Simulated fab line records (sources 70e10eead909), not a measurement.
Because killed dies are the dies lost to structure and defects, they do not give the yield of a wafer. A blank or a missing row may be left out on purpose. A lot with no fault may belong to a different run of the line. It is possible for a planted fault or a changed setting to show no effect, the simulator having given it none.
Matching of chambers | flow nand harc | 4 sister chambers for NHARC_A_CHANNEL_HOLE_D1_DESCUM_15 on rie diel-03
The step chemistry O2, time 3 s. 4 wafers are shown with their chamber, then 8 later ones without.

## WAFERS WITH THEIR CHAMBER
wafer  | chamber | drypump motor current A (A)
L348.1 | 3       | 6.2
L351.5 | 1       | 6.7
L351.6 | 0       | 5.7
L352.1 | 2       | 5.9

## WAFERS WITH NO CHAMBER GIVEN
wafer  | drypump motor current A (A)
L352.4 | 6.2
L352.5 | 6.6
L353.1 | 6.2
L353.4 | 5.7
L353.5 | 5.7
L354.4 | 5.7
L354.5 | 6.7
L354.6 | 5.9

## EACH ONE'S CHAMBER
wafer  | from the rows above | in truth
L352.4 | 3                   | 3
L352.5 | 1                   | 1
L353.1 | 3                   | 3
L353.4 | 0                   | 0
L353.5 | 0                   | 0
L354.4 | 0                   | 0
L354.5 | 1                   | 1
L354.6 | 2                   | 2
Placed correctly: 8 of 8. Not placeable from these rows: 0. Wrongly placed: 0.
How it was worked out, from the rows above alone: a wafer's distance from a chamber is the root of the sum, over the readings, of the square of ((its reading less the chamber's mean) divided by the reading's scatter). The wafer belongs to the nearest chamber; if the next one is less than 2 further off, it can't be placed. A chamber's mean is the mean of its shown wafers. The scatter (one wafer shown for each chamber): square how far every hidden wafer sits from the nearest shown wafer, average those squares and take the square root.
